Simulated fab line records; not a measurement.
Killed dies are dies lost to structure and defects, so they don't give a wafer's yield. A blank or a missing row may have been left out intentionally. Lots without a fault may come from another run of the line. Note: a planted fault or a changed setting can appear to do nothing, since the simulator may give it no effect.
Matching of chambers / flow n5 finfet / 3 sister chambers for N5_BEOL_M5_CURE_80 on uv cure-03
The step cures SiCOH lowk, time 120 s. 18 wafers are shown with their chamber, then 9 later ones without.

== WAFERS WITH THEIR CHAMBER ==
wafer=L082.1; chamber=1; wafer_temp_C_max=371.0; lamp power pct (%)=52.24
wafer=L082.4; chamber=1; wafer_temp_C_max=371.0; lamp power pct (%)=52.30
wafer=L082.5; chamber=1; wafer_temp_C_max=370.9; lamp power pct (%)=52.26
wafer=L083.1; chamber=2; wafer_temp_C_max=372.2; lamp power pct (%)=52.29
wafer=L083.5; chamber=2; wafer_temp_C_max=371.3; lamp power pct (%)=52.37
wafer=L083.6; chamber=2; wafer_temp_C_max=371.5; lamp power pct (%)=52.42
wafer=L087.2; chamber=0; wafer_temp_C_max=371.1; lamp power pct (%)=52.40
wafer=L087.4; chamber=0; wafer_temp_C_max=371.4; lamp power pct (%)=52.30
wafer=L087.5; chamber=0; wafer_temp_C_max=371.3; lamp power pct (%)=52.32
wafer=L091.3; chamber=2; wafer_temp_C_max=371.7; lamp power pct (%)=52.21
wafer=L091.4; chamber=2; wafer_temp_C_max=372.1; lamp power pct (%)=52.36
wafer=L091.5; chamber=2; wafer_temp_C_max=371.9; lamp power pct (%)=52.41
wafer=L090.1; chamber=1; wafer_temp_C_max=370.9; lamp power pct (%)=52.35
wafer=L090.4; chamber=1; wafer_temp_C_max=371.5; lamp power pct (%)=52.26
wafer=L090.5; chamber=1; wafer_temp_C_max=371.0; lamp power pct (%)=52.26
wafer=L093.3; chamber=0; wafer_temp_C_max=371.4; lamp power pct (%)=52.27
wafer=L093.4; chamber=0; wafer_temp_C_max=371.4; lamp power pct (%)=52.26
wafer=L093.6; chamber=0; wafer_temp_C_max=371.6; lamp power pct (%)=52.30

SIGNATURES, as means of the wafers listed above
reading=wafer_temp_C_max; chamber 0=371.367; chamber 1=371.050; chamber 2=371.783; scatter within a chamber=0.258
reading=lamp power pct; chamber 0=52.3083; chamber 1=52.2783; chamber 2=52.3433; scatter within a chamber=0.0592
Rule: a wafer's distance from a chamber is the root of the sum, over the readings, of the square of ((its reading less the chamber's mean) divided by the reading's scatter). The wafer belongs to the nearest chamber; if the next one is less than 2 further off, it can't be placed. The scatter: take each reading less its chamber's mean, square it, sum over the shown wafers, divide by the number of wafers less the number of chambers, and take the root.

== WAFERS MISSING THEIR CHAMBER ==
wafer=L094.1; wafer_temp_C_max=371.3; lamp power pct (%)=52.27
wafer=L094.4; wafer_temp_C_max=371.5; lamp power pct (%)=52.31
wafer=L094.5; wafer_temp_C_max=371.3; lamp power pct (%)=52.32
wafer=L095.1; wafer_temp_C_max=371.3; lamp power pct (%)=52.35
wafer=L095.4; wafer_temp_C_max=371.4; lamp power pct (%)=52.37
wafer=L095.6; wafer_temp_C_max=371.5; lamp power pct (%)=52.31
wafer=L096.3; wafer_temp_C_max=372.2; lamp power pct (%)=52.27
wafer=L096.5; wafer_temp_C_max=371.9; lamp power pct (%)=52.37
wafer=L096.6; wafer_temp_C_max=371.8; lamp power pct (%)=52.31

== EACH ONE'S CHAMBER ==
wafer=L094.1; from the rows above=can't be placed: 0 or 1 or 2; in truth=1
wafer=L094.4; from the rows above=can't be placed: 0 or 2 or 1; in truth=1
wafer=L094.5; from the rows above=can't be placed: 0 or 1 or 2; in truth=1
wafer=L095.1; from the rows above=can't be placed: 0 or 1 or 2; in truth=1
wafer=L095.4; from the rows above=can't be placed: 0 or 2 or 1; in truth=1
wafer=L095.6; from the rows above=can't be placed: 0 or 2 or 1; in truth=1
wafer=L096.3; from the rows above=can't be placed: 2 or 0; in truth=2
wafer=L096.5; from the rows above=can't be placed: 2 or 0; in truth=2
wafer=L096.6; from the rows above=can't be placed: 2 or 0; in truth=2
0 of 9 placed correctly. Unplaceable from these rows: 9, with the true chamber sitting among the candidates in 9. Wrongly placed: 0.
